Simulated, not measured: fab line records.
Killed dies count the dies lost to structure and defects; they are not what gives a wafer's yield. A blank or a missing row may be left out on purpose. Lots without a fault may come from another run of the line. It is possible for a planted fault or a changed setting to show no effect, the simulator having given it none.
fab line records	flow n5-finfet
[record] lots = 7	wafers = 19	last-day = 17
route steps=1938 shown BEOL_M2@846 BEOL_M4@1111
lots with no fault: from the same line, run without faults
start-h: hours from the record's opening day to when the first of the lot's shown wafers began	wait-h: time in hours since the lot's previous step	" repeats the value in the row above	L1.1+2: one row covering several wafers at once	- value missing, or start not given	* or withheld: withheld	< > ~ a bound
route shown NAME@n: NAME is a module with steps in the file, n the number in the route of the first one	usual: mean/standard deviation taken from wafers without a fault	same: alike in all rows	chamber/n: place in a boat	sites: readings site by site	_std_site: the values' standard deviation	_edge_site: outer sites' mean less inner sites'	radius-mm: for every site, how far away it sits from the centre of the wafer	mask NAME#n: copy n	behind: the last tool/chamber to shape the wafer	hold: what put the lot on hold/how long, in hours/how the hold closed	device: transistor that didn't switch, given as n, p or np	end of line: the route-end tests of the same wafers	a step without rows: its recipe alone	killed: count of dies lost to structure and defects at first sort (not the wafer's yield)	map: per-die view of a wafer (x killed, . not killed, _ where there is no die)
set.NAME: the setting that was run; set.NAME@STEP: the one run at that earlier step	model.NAME: the simulator's own value behind a step, which no gauge read
lots at some steps of the route; a table a step, a row a wafer
services: a tool's chamber out of use, with start hour (start-h, from the record's first day; less than 0 if before it), hours out, and reason
[[steps]]
[step N5_BEOL_M2_COAT_62]
[recipe] resist = SiARC	temp-c = 220	time-s = 60	spin-rpm = 1500	resist-thk-nm = 12
[step N5_BEOL_M2_COAT_73]
[recipe] resist = underlayer	temp-c = 205	time-s = 60	spin-rpm = 1500	resist-thk-nm = 5
[step N5_BEOL_M2_COAT_05]
[recipe] resist = CAR-EUV	spin-rpm = 1500	resist-thk-nm = 30
[step N5_BEOL_M2_EBR_07]
[recipe] solvent = PGMEA	ebr-width-mm = 1.5
[step N5_BEOL_M2_SOFTBAKE_06]
[recipe] temp-c = 110	time-s = 60	resist = CAR-EUV
[step N5_BEOL_M2_EXPOSE_08]
[recipe] mask-id = M2	na = 0.33	source-shape = dipole	sigma-inner = 0.369	sigma-outer = 0.767	polarization = unpolarized	dose-mj = 41.25
[step N5_BEOL_M2_PEB_09]
[recipe] peb-temp-c = 100	peb-time-s = 60	resist = CAR-EUV
[step N5_BEOL_M2_DEVELOP_10]
[recipe] develop-time-s = 30	developer = TMAH	resist = CAR-EUV	rinse-liquid = surfactant-rinse	dry = air-spin	dev-temp-c = 23
[step N5_BEOL_M2_CD_MEAS_11]
[recipe] target-cd-nm = 16.79	landing-energy-ev = 500	detector = se-inlens	polarity = opening
[usual] cd-nm = 16.95/0.27
lot.wafer	tool	chamber	start-h	wait-h	cd-nm
L261.1	cd-sem-03	0	175.98	-	16.63
L261.3	"	0	"	"	16.90
L261.4	"	0	"	"	16.82
L265.2	cd-sem-03	0	213.27	-	17.15
L265.4	"	0	"	"	17.24
L265.6	"	0	"	"	16.96
L264.1	cd-sem-02	0	214.22	-	17.32
L264.3	"	0	"	"	17.42
L264.5	"	0	"	"	17.37
L271.2	cd-sem-02	0	236.77	-	16.87
L271.4	"	0	"	"	16.84
L271.5	"	0	"	"	16.68
L272.1	cd-sem-02	0	242.41	-	17.11
L272.3	"	0	"	"	17.14
L274.1	cd-sem-03	0	263.29	-	17.42
L274.4	"	0	"	"	17.60
L274.5	"	0	"	"	17.45
L275.1	cd-sem-01	0	273.31	-	16.96
L275.3	"	0	"	"	17.07
[step N5_BEOL_M2_OVL_MEAS_12]
[recipe] points-per-wafer = 522
[usual] M2_OVL = -0.2/0.51
lot.wafer	tool	chamber	start-h	wait-h	M2_OVL[nm]
L261.1	overlay-02	0	176.01	0.0	-0.5
L261.3	"	0	"	"	0.4
L261.4	"	0	"	"	-0.1
L265.2	overlay-01	0	213.31	0.0	-0.6
L265.4	"	0	"	"	-0.3
L265.6	"	0	"	"	-0.9
L264.1	overlay-02	0	214.25	0.0	-0.8
L264.3	"	0	"	"	-0.9
L264.5	"	0	"	"	-0.7
L271.2	overlay-01	0	236.80	0.0	-1.0
L271.4	"	0	"	"	-1.0
L271.5	"	0	"	"	-0.6
L272.1	overlay-01	0	242.44	0.0	-0.6
L272.3	"	0	"	"	-0.4
L274.1	overlay-02	0	263.32	0.0	0.1
L274.4	"	0	"	"	-0.1
L274.5	"	0	"	"	-0.2
L275.1	overlay-01	0	273.34	0.0	1.0
L275.3	"	0	"	"	-0.1
[step N5_BEOL_M2_INSPECT_13]
[recipe] mode = adi	inspect-instrument = brightfield
[usual] raw-defect-count = 415/91
lot.wafer	tool	chamber	start-h	wait-h	raw-defect-count
L261.1	defect-inspect-01	-	176.07	0.1	589
L261.3	"	-	"	"	374
L261.4	"	-	"	"	323
L265.2	defect-inspect-01	-	213.36	0.0	336
L265.4	"	-	"	"	456
L265.6	"	-	"	"	459
L264.1	defect-inspect-01	-	214.31	0.1	383
L264.3	"	-	"	"	457
L264.5	"	-	"	"	391
L271.2	defect-inspect-01	-	236.85	0.0	441
L271.4	"	-	"	"	308
L271.5	"	-	"	"	480
L272.1	defect-inspect-01	-	242.50	0.1	445
L272.3	"	-	"	"	429
L274.1	defect-inspect-01	-	263.38	0.1	337
L274.4	"	-	"	"	377
L274.5	"	-	"	"	311
L275.1	defect-inspect-01	-	273.40	0.1	553
L275.3	"	-	"	"	434
[step N5_BEOL_M2_DESCUM_16]
[recipe] chemistry = O2	time-s = 7	source-power-w = 50	bias-power-w = 20	pressure-mtorr = 20	rf-frequency-hz = 2.712e+07	temp-c = 40	resist = CAR-EUV	o2-flow-sccm = 225
[usual] drypump-motor-current-A = 5.7/0.41	oes-product-au = 0.81/0.079	rf-vpp-V = 243.4/1.4	showerhead-plenum-p-Torr = 2.11/0.067	throttle-valve-pct = 20.45/0.16
lot.wafer	tool	chamber	start-h	wait-h	drypump-motor-current-A	oes-product-au	rf-hours-counter-h	rf-vpp-V	showerhead-plenum-p-Torr	throttle-valve-pct
L261.1	rie-diel-06	1	176.11	0.0	6.2	0.71	209	241.5	1.97	20.38
L261.3	"	2	"	"	5.3	0.86	50	244.9	2.22	20.27
L261.4	"	1	"	"	6.2	0.71	-	240.9	1.97	20.39
L265.2	rie-diel-06	3	213.72	0.4	5.1	0.94	7	244.1	2.16	20.47
L265.4	"	2	"	"	5.3	0.84	64	244.9	2.21	20.26
L265.6	"	2	"	"	5.3	0.84	-	244.7	2.21	20.29
L264.1	rie-diel-01	0	214.34	0.0	5.4	0.84	77	243.4	2.14	20.46
L264.3	"	2	"	"	4.9	0.90	41	244.1	2.15	20.37
L264.5	"	1	"	"	6.1	0.83	-	243.5	2.11	20.49
L271.2	rie-diel-06	0	236.89	0.0	5.3	0.73	180	244.8	2.08	20.66
L271.4	"	0	"	"	5.3	0.73	-	243.1	2.08	20.66
L271.5	"	1	"	"	6.1	0.70	-	240.7	1.96	20.42
L272.1	rie-diel-01	3	243.22	0.7	5.6	0.67	246	243.2	2.16	20.76
L272.3	"	1	"	"	6.1	0.81	103	242.7	2.11	20.51
L274.1	rie-diel-01	0	263.81	0.4	5.4	0.82	93	243.2	2.13	20.46
L274.4	"	2	"	"	4.9	0.88	-	245.2	2.15	20.38
L274.5	"	0	"	"	5.4	0.83	-	243.0	2.14	20.47
L275.1	rie-diel-01	1	273.54	0.1	6.2	0.80	114	244.9	2.11	20.53
L275.3	"	0	"	"	5.4	0.81	97	243.2	2.13	20.46
[step N5_BEOL_M2_ETCH_74]
[recipe] chemistry = N2/H2	target = underlayer	target-depth-a = 65	mask-material = CAR-EUV	time-s = 5.2	ion-energy-ev = 200	pressure-mtorr = 30	source-w = 840	bias-w = 150	n2-flow-sccm = 200	h2-flow-sccm = 200	ends = cleared
[usual] drypump-motor-current-A = 5.7/0.41	etch-rf-on-time-s = 5.15/0.1	h2-flow-sccm = 200.1/0.62	oes-product-au = 0.69/0.071	rf-vpp-V = 524.4/2.4	showerhead-plenum-p-Torr = 2.55/0.079	throttle-valve-pct = 17.84/0.18
lot.wafer	tool	chamber	start-h	wait-h	drypump-motor-current-A	etch-rf-on-time-s	h2-flow-sccm	oes-product-au	rf-hours-counter-h	rf-vpp-V	showerhead-plenum-p-Torr	throttle-valve-pct
L261.1	rie-diel-06	1	176.14	0.0	6.2	5.33	200.5	0.60	209	519.9	2.41	17.99
L261.3	"	2	"	"	5.3	5.20	200.4	0.73	50	528.1	2.69	17.66
L261.4	"	1	"	"	6.2	5.28	200.1	0.60	-	520.9	2.41	17.99
L265.2	rie-diel-06	3	213.75	0.0	5.1	5.13	200.3	0.81	7	523.9	2.59	17.65
L265.4	"	2	"	"	5.2	5.18	200.3	0.71	64	527.9	2.68	17.71
L265.6	"	2	"	"	5.3	5.23	199.6	0.72	-	526.8	2.69	17.69
L264.1	rie-diel-01	0	214.38	0.0	5.4	5.09	200.7	0.73	77	523.2	2.56	17.66
L264.3	"	2	"	"	4.9	4.97	201.0	0.78	41	524.2	2.59	17.65
L264.5	"	1	"	"	6.1	5.09	200.8	0.69	-	524.0	2.55	17.80
L271.2	rie-diel-06	0	236.92	0.0	5.3	5.29	199.5	0.62	180	523.8	2.54	18.20
L271.4	"	0	"	"	5.3	5.25	199.4	0.62	-	523.3	2.55	18.23
L271.5	"	1	"	"	6.1	5.32	199.3	0.59	-	519.6	2.40	18.04
L272.1	rie-diel-01	3	243.26	0.0	5.6	3.82	199.8	0.69	246	523.9	2.60	18.13
L272.3	"	1	"	"	6.1	5.10	199.2	0.69	103	525.6	2.54	17.79
L274.1	rie-diel-01	0	263.84	0.0	5.4	3.73	199.7	0.85	93	524.7	2.55	17.70
L274.4	"	2	"	"	4.9	3.63	200.0	0.92	-	525.3	2.59	17.69
L274.5	"	0	"	"	5.4	5.22	199.7	0.71	-	525.9	2.55	17.67
L275.1	rie-diel-01	1	273.57	0.0	6.1	3.66	199.3	0.83	114	523.8	2.54	17.83
L275.3	"	0	"	"	5.4	5.09	199.9	0.71	97	522.9	2.55	17.69
[step N5_BEOL_M2_ETCH_63]
[recipe] chemistry = CF4	target = SiARC	target-depth-a = 156	mask-material = CAR-EUV	time-s = 26	ion-energy-ev = 80	pressure-mtorr = 40	source-w = 545	bias-w = 36	Ar_flow_sccm = 100	cf4-flow-sccm = 100	ends = cleared
[usual] drypump-motor-current-A = 5.7/0.41	etch-rf-on-time-s = 25.7/0.45	oes-product-au = 0.69/0.07	rf-vpp-V = 184.1/1.1	showerhead-plenum-p-Torr = 2.15/0.059	throttle-valve-pct = 15.57/0.2
lot.wafer	tool	chamber	start-h	wait-h	drypump-motor-current-A	etch-rf-on-time-s	oes-product-au	rf-hours-counter-h	rf-vpp-V	showerhead-plenum-p-Torr	throttle-valve-pct
L261.1	rie-diel-06	1	176.16	0.0	6.1	26.5	0.60	209	182.0	2.04	15.71
L261.3	"	2	"	"	5.2	25.5	0.74	50	184.4	2.25	15.37
L261.4	"	1	"	"	6.1	26.4	0.60	-	183.0	2.04	15.72
L265.2	rie-diel-06	3	213.77	0.0	5.1	25.7	0.80	7	183.7	2.20	15.46
L265.4	"	2	"	"	5.2	25.7	0.72	64	186.7	2.25	15.39
L265.6	"	2	"	"	5.3	25.9	0.72	-	184.7	2.25	15.39
L264.1	rie-diel-01	0	214.39	0.0	5.4	25.5	0.72	77	184.2	2.16	15.45
L264.3	"	2	"	"	4.9	25.1	0.77	41	184.2	2.16	15.27
L264.5	"	1	"	"	6.1	25.5	0.71	-	183.1	2.17	15.64
L271.2	rie-diel-06	0	236.94	0.0	5.3	26.0	0.62	180	185.4	2.13	15.82
L271.4	"	0	"	"	5.3	26.0	0.63	-	183.4	2.13	15.84
L271.5	"	1	"	"	6.1	26.6	0.59	-	184.1	2.04	15.75
L272.1	rie-diel-01	3	243.27	0.0	5.6	26.2	0.57	246	184.6	2.20	15.91
L272.3	"	1	"	"	6.1	25.3	0.69	103	184.4	2.16	15.66
L274.1	rie-diel-01	0	263.86	0.0	5.4	25.6	0.71	93	184.5	2.16	15.49
L274.4	"	2	"	"	4.9	25.5	0.75	-	184.5	2.16	15.30
L274.5	"	0	"	"	5.4	25.9	0.71	-	185.2	2.16	15.48
L275.1	rie-diel-01	1	273.59	0.0	6.1	25.3	0.69	114	183.6	2.16	15.68
L275.3	"	0	"	"	5.4	25.6	0.71	97	184.8	2.16	15.49
[step N5_BEOL_M4_RC_MEAS_101]
[usual] DIBL_N = 36.0/1.7	DIBL_P = 36.2/2.3	IOFF_N = 0.16/0.03	IOFF_P = 0.21/0.036	ION_N = 679/11	ION_P = 465/7.1	SS_N = 71.4/0.58	SS_P = 73.3/0.75	VT_N = 249/3.1	VT_P = -251/3.5
lot.wafer	tool	chamber	start-h	wait-h	DIBL_N[mV/V]	DIBL_P[mV/V]	IOFF_N[nA/um]	IOFF_P[nA/um]	ION_N[uA/um]	ION_P[uA/um]	SS_N[mV/dec]	SS_P[mV/dec]	VT_N[mV]	VT_P[mV]
L261.1	prober-01	0	213.86	0.0	34.8	34.9	0.14	0.20	669	459	71.5	72.7	249	-251
L261.3	"	0	"	"	35.4	35.2	0.14	0.19	661	452	71.6	74.3	251	-252
L261.4	"	0	"	"	35.2	35.1	0.15	0.20	678	460	71.5	72.7	248	-251
L265.2	prober-01	0	250.87	0.2	34.0	34.2	0.14	0.19	671	466	70.7	72.8	249	-251
L265.4	"	0	"	"	36.4	37.2	0.19	0.24	695	475	72.4	73.2	242	-249
L265.6	"	0	"	"	34.0	33.4	0.14	0.19	664	460	71.7	72.7	250	-252
L264.1	prober-02	0	251.13	0.0	35.7	36.0	0.16	0.22	681	470	70.8	73.1	251	-248
L264.3	"	0	"	"	37.0	37.3	0.17	0.25	682	467	70.8	73.5	246	-246
L264.5	"	0	"	"	35.4	35.4	0.14	0.21	662	467	71.4	73.1	253	-249
L271.2	prober-01	0	267.49	0.2	34.7	34.5	0.12	0.16	674	467	71.0	72.0	251	-256
L271.4	"	0	"	"	34.9	33.8	0.12	0.15	669	459	70.6	72.0	253	-256
L271.5	"	0	"	"	35.7	34.8	0.12	0.16	670	453	71.0	73.3	253	-257
L272.1	prober-02	0	280.22	0.0	39.7	41.2	0.23	0.28	703	477	72.0	73.9	244	-247
L272.3	"	0	"	"	38.7	39.9	0.19	0.25	700	474	72.0	74.0	248	-247
L274.1	prober-02	0	306.53	0.0	37.9	39.8	0.21	0.26	695	467	71.0	75.0	244	-248
L274.4	"	0	"	"	34.9	35.3	0.13	0.19	668	465	71.4	72.7	254	-250
L274.5	"	0	"	"	34.8	34.9	0.13	0.17	671	462	71.1	73.1	252	-255
L275.1	prober-01	0	313.62	0.0	38.6	37.5	0.18	0.24	684	469	71.9	73.9	246	-247
L275.3	"	0	"	"	37.3	36.1	0.18	0.21	706	474	71.2	73.2	247	-251
[[services]]
tool	chamber	start-h	hours	kind
rie-diel-06	3	166.60	-	clean
rie-diel-06	3	166.60	-	consumable-replace:focus-ring
rie-diel-06	3	225.92	16.6	repair
rie-diel-01	3	263.49	2.6	repair
rie-diel-01	3	266.36	-	clean
rie-diel-01	3	266.36	-	consumable-replace:focus-ring
rie-diel-01	3	266.36	24.7	scheduled-down
rie-diel-01	3	266.36	24.7	vent-cycle
[[key]]
[first-sign] step = N5_BEOL_M2_ETCH_74	reading = etch-rf-on-time-s	direction = down	sigmas = 14	usual = *	struck = *
[effect] step = N5_BEOL_M2_ETCH_74	reading = oes-product-au	direction = up	sigmas = 1.9	usual = 0.69	struck = 0.83	wafers-moved = 2
met-at N5_BEOL_M2_ETCH_74
struck-wafers L272.1,L274.1,L274.4,L275.1
onset-between 214.38 243.26
[fault] kind = process-parameter-drift	tool = rie-diel-01	chamber = -	onset-h = 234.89	steps = N5_BEOL_M2_ETCH_74	channel = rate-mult	offset = 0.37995	shape = step	end-h = 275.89	scope = struck-wafers-only
